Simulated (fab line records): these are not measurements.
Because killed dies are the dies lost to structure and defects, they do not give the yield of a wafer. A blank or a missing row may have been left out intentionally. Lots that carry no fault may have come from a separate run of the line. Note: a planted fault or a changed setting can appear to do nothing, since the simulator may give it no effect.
Which of the tools did it? || flow n5Finfet || 9 lots with 27 wafers sampled at 5 steps, on a route of 1938 steps

## WHAT THE GAUGES SHOWED, per wafer
N5_BEOL_M4_RC_MEAS_101.
{"lot": "L188", "measured": "day 8 20:23", "on": "prober-02", "CJ_P": "5.71 5.82 5.76"}
{"lot": "L189", "measured": "day 9 18:23", "on": "prober-02", "CJ_P": "5.82 5.79 5.62"}
{"lot": "L190", "measured": "day 9 21:12", "on": "prober-01", "CJ_P": "7.14 7.23 7.22"}
{"lot": "L191", "measured": "day 9 16:45", "on": "prober-01", "CJ_P": "7.34 7.52 7.41"}
{"lot": "L193", "measured": "day 11 00:04", "on": "prober-02", "CJ_P": "7.29 6.85 6.99"}
{"lot": "L201", "measured": "day 12 14:05", "on": "prober-02", "CJ_P": "5.78 5.85 5.86"}
{"lot": "L203", "measured": "day 13 14:47", "on": "prober-01", "CJ_P": "5.37 5.73 5.57"}
{"lot": "L204", "measured": "day 13 14:14", "on": "prober-02", "CJ_P": "5.90 5.99 5.82"}
{"lot": "L209", "measured": "day 14 22:47", "on": "prober-02", "CJ_P": "5.85 5.81 5.88"}

## TOOL THAT RAN EACH LOT (tool first, then ch and the chambers of the sampled wafers, then the start)
{"lot": "L188", "N5_WELL_APT_IMPLANT_15": "implanter-02 ch 0, day 2 02:51", "N5_WELL_APT_RTA_34": "rtpAnneal-02 ch 0, day 2 04:56", "N5_PMOS_HMC_CHANNEL_EPI_ETCH_38": "rieSi-01 ch 0,1,2, day 2 07:13", "N5_PMOS_HMC_CHANNEL_EPI_FIN_RECESS_16": "rieSi-01 ch 0,1,2, day 2 07:14"}
{"lot": "L189", "N5_WELL_APT_IMPLANT_15": "implanter-01 ch 0, day 2 08:27", "N5_WELL_APT_RTA_34": "rtpAnneal-02 ch 0, day 2 10:04", "N5_PMOS_HMC_CHANNEL_EPI_ETCH_38": "rieSi-01 ch 0,1,2, day 2 11:54", "N5_PMOS_HMC_CHANNEL_EPI_FIN_RECESS_16": "rieSi-01 ch 0,1,2, day 2 11:55"}
{"lot": "L190", "N5_WELL_APT_IMPLANT_15": "implanter-01 ch 0, day 2 14:34", "N5_WELL_APT_RTA_34": "rtpAnneal-01 ch 0, day 2 16:18", "N5_PMOS_HMC_CHANNEL_EPI_ETCH_38": "rieSi-01 ch 0,3, day 2 18:22", "N5_PMOS_HMC_CHANNEL_EPI_FIN_RECESS_16": "rieSi-01 ch 0,3, day 2 18:23"}
{"lot": "L191", "N5_WELL_APT_IMPLANT_15": "implanter-01 ch 0, day 2 20:16", "N5_WELL_APT_RTA_34": "rtpAnneal-02 ch 0, day 2 22:00", "N5_PMOS_HMC_CHANNEL_EPI_ETCH_38": "rieSi-01 ch 1,3, day 2 23:49", "N5_PMOS_HMC_CHANNEL_EPI_FIN_RECESS_16": "rieSi-01 ch 1,3, day 2 23:50"}
{"lot": "L193", "N5_WELL_APT_IMPLANT_15": "implanter-01 ch 0, day 3 08:16", "N5_WELL_APT_RTA_34": "rtpAnneal-02 ch 0, day 3 09:52", "N5_PMOS_HMC_CHANNEL_EPI_ETCH_38": "rieSi-04 ch 1,2, day 3 11:42", "N5_PMOS_HMC_CHANNEL_EPI_FIN_RECESS_16": "rieSi-04 ch 1,2, day 3 11:43"}
{"lot": "L201", "N5_WELL_APT_IMPLANT_15": "implanter-02 ch 0, day 5 09:10", "N5_WELL_APT_RTA_34": "rtpAnneal-01 ch 0, day 5 10:54", "N5_PMOS_HMC_CHANNEL_EPI_ETCH_38": "rieSi-04 ch 0,1,3, day 5 12:44", "N5_PMOS_HMC_CHANNEL_EPI_FIN_RECESS_16": "rieSi-04 ch 0,1,3, day 5 12:46"}
{"lot": "L203", "N5_WELL_APT_IMPLANT_15": "implanter-01 ch 0, day 5 20:22", "N5_WELL_APT_RTA_34": "rtpAnneal-01 ch 0, day 5 22:11", "N5_PMOS_HMC_CHANNEL_EPI_ETCH_38": "rieSi-01 ch 0,1,2, day 5 23:51", "N5_PMOS_HMC_CHANNEL_EPI_FIN_RECESS_16": "rieSi-01 ch 0,1,2, day 5 23:52"}
{"lot": "L204", "N5_WELL_APT_IMPLANT_15": "implanter-02 ch 0, day 6 02:09", "N5_WELL_APT_RTA_34": "rtpAnneal-01 ch 0, day 6 04:05", "N5_PMOS_HMC_CHANNEL_EPI_ETCH_38": "rieSi-03 ch 0,1, day 6 05:47", "N5_PMOS_HMC_CHANNEL_EPI_FIN_RECESS_16": "rieSi-03 ch 0,1, day 6 05:49"}
{"lot": "L209", "N5_WELL_APT_IMPLANT_15": "implanter-02 ch 0, day 7 08:05", "N5_WELL_APT_RTA_34": "rtpAnneal-01 ch 0, day 7 09:40", "N5_PMOS_HMC_CHANNEL_EPI_ETCH_38": "rieSi-04 ch 0,1,3, day 7 11:31", "N5_PMOS_HMC_CHANNEL_EPI_FIN_RECESS_16": "rieSi-04 ch 0,1,3, day 7 11:32"}
- N5_WELL_APT_IMPLANT_15
- N5_WELL_APT_RTA_34: time 10 s.
- N5_PMOS_HMC_CHANNEL_EPI_ETCH_38: etches SiO2 in CF4, target depth 1.5 nm.
- N5_PMOS_HMC_CHANNEL_EPI_FIN_RECESS_16: chemistry HBr/Cl2, target Si, target depth 54 nm, time 18 s.

## THE ANSWER, worked out from the rows above alone
Rule: the lots themselves supply what counts as usual. Put in order of their means at a reading, lots are off if they are a third of the lots or fewer, leave a main group of 4 or more, and stand apart from it by a gap of 3 or more times the standard deviation of the main group's means; of several such gaps the widest counts. A main group whose means are all the same, to the digits that the tables above print for the reading, isn't used. A lot without any number at a reading at which 4 lots or more have one is off too. The other lots that the step has rows for count as sound.
Off: L190, L191, L193, seen at N5_BEOL_M4_RC_MEAS_101 (CJ_P). Mean 5.77 and standard deviation 0.11 in the main group.
If a tool, at a process step before that reading, ran all the lots that are off and no sound lot after the first of them, it fits. The gauges at N5_BEOL_M4_RC_MEAS_101 are tried like those tools. None of those tried fits.

## WHAT HAD BEEN PUT IN BY THE SIMULATOR
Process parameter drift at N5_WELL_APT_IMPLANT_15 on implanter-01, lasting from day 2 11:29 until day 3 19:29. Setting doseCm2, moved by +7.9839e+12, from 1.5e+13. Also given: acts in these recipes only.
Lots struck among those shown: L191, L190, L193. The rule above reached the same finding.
